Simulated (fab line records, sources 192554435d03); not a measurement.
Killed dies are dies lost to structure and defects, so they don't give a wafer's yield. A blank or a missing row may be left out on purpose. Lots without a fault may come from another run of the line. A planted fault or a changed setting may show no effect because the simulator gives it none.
A struck lot beside a sound one | flow n5_finfet | 37 steps out of a route of 1938
Sound: wafers L171.2, L171.4, L171.5. Struck: wafers L182.2, L182.3. The cause comes at the end.
At each step with rows: each side's tool, then ch and its chambers, then its first start. Under that, the readings that differ: sound wafers | struck wafers | difference of the means | sigmas: that difference in standard deviations of wafers without a fault.
alike: readings whose means differ by less than 2 such deviations, and words and numbers that are the same on both sides. not compared: withheld readings, readings that some wafer has no value for, bounds like >300 that may hide the same value, and numbers for which the record gives no deviation and whose values overlap.
The two part at a step that has a row with sigmas, a row that says differs or no value, or rows on one side only. Numbers that don't overlap but have no deviation are shown without sigmas and don't part them. A reading that every wafer of one side lacks parts them only if that side has two wafers or more.

first, 8 steps without rows for these wafers: N5_BEOL_M7_SPUTTER_48 (material Cu, target thk 10 nm, time 1.667 s); N5_BEOL_M7_ECD_50 (material Cu, target thk 300 nm); N5_BEOL_M7_ANNEAL_51 (time 90 s); N5_BEOL_M7_CMP_52 (polishes, stops on SiCOH lowk, t overpolish 6.9 s, target thk 80 nm); N5_BEOL_M7_PRE_CLEAN_55 (time 15 s); N5_BEOL_M7_DEP_56 (deposits SiCN from 3MS/NH3, target thk 10 nm, time 17.5 s); N5_BEOL_M8_ILD_DEP_00 (deposits SiCOH lowk from DEMS/porogen, target thk 179.75 nm, time 33.4 s); N5_BEOL_M8_CURE_74 (cures SiCOH lowk, time 240 s).
N5_BEOL_M8_PECVD_70: deposits SiO2 from TEOS/O2, target thk 20 nm, time 22.7 s.
  sound on pecvd-03 ch 0,2, day 9 04:28; struck on pecvd-03 ch 0,1, day 12 07:50
  reading                                    | sound          | struck    | difference | sigmas
  model.SiO2_of_BEOL_M8_PECVD_70.thk_nm (nm) | 20.4 20.6 20.8 | 34.8 34.6 | +14.1      |
  alike: heater_power_w, showerhead_plenum_p_Torr, throttle_valve_pct
then, 25 steps without rows for these wafers: N5_BEOL_M8_HM_DEP_02 (deposits TiN, target thk 20 nm); N5_BEOL_M8_COAT_59 (time 60 s, resist thk 100 nm); N5_BEOL_M8_COAT_60 (time 60 s, resist thk 35 nm); N5_BEOL_M8_COAT_05 (resist thk 90 nm); N5_BEOL_M8_EBR_07; N5_BEOL_M8_SOFTBAKE_06 (time 60 s); N5_BEOL_M8_EXPOSE_08 (exposes mask M8); N5_BEOL_M8_PEB_09 (peb time 60 s); N5_BEOL_M8_DEVELOP_10 (develop time 30 s); N5_BEOL_M8_DESCUM_16 (chemistry O2, time 7.9 s); N5_BEOL_M8_ETCH_61 (etches SiARC in CF4, target depth 45.5 nm, time 75.8 s); N5_BEOL_M8_ETCH_62 (etches SOC in N2/H2, target depth 110 nm, overetch 22 nm, time 165 s); N5_BEOL_M8_STRIP_68 (strips in N2/H2); N5_BEOL_M8_STRIP_67 (strips in CF4); N5_BEOL_M8_HM_OPEN_17 (chemistry Cl2/BCl3, target TiN, target depth 20 nm, overetch 6 nm); N5_BEOL_M8_STRIP_19 (strips in O2); N5_BEOL_M8_COAT_63 (time 60 s, resist thk 60 nm); N5_BEOL_M8_COAT_64 (time 60 s, resist thk 12 nm); N5_BEOL_M8_COAT_71 (time 60 s, resist thk 5 nm); N5_BEOL_M8_COAT_22 (resist thk 30 nm); N5_BEOL_M8_EBR_24; N5_BEOL_M8_SOFTBAKE_23 (time 60 s); N5_BEOL_M8_EXPOSE_25 (exposes mask V7, target cd 40 nm); N5_BEOL_M8_PEB_26 (peb time 60 s); N5_BEOL_M8_DEVELOP_27 (develop time 30 s).
N5_BEOL_M8_HM_STRIP_39: strips TiN in peroxide tin strip, target depth 25 nm, time 158 s.
  sound on wet_bench-04 ch 0,6,7, day 9 10:42; struck on wet_bench-02 ch 6,7, day 12 16:59
  reading                                    | sound          | struck    | difference | sigmas
  model.SiO2_of_BEOL_M8_PECVD_70.thk_nm (nm) | 20.2 20.4 20.6 | 34.8 34.6 | +14.3      |
N5_BEOL_M8_CMP_52: polishes, stops on SiCOH lowk, t overpolish 6.9 s, target thk 80 nm.
  sound on cmp-01 ch 1,2,3, day 9 12:56; struck on cmp-03 ch 2,3, day 12 20:10
  reading                      | sound             | struck      | difference | sigmas
  barrier_field_endpoint_s (s) | 29.2 29.9 31.0    | 46.8 46.8   | +16.8      | +22
  motor_current_A (A)          | 5.7 5.6 6.0       | 6.9 6.3     | +0.8       | +2
  overpolish_run_s (s)         | 6.898 6.899 6.898 | 0.036 0.041 | -6.860     | -99 or more
  alike: platen_rpm, retaining_ring_pressure_frac
-- the record jumps here: 3 days lie between the struck wafers' starts before and after (it left off in module BEOL_M8 and takes up again in module PASSIVATION, whose first step shown is number 1936 of the route) --
N5_PASSIVATION_PROBE_49:
  the record has rows for the struck wafers here (prober-02, day 15 14:28) and none for the sound ones

WHERE THEY PART
First at N5_BEOL_M8_CMP_52; last, within this record, at N5_PASSIVATION_PROBE_49.

WHY: what the simulator had put in
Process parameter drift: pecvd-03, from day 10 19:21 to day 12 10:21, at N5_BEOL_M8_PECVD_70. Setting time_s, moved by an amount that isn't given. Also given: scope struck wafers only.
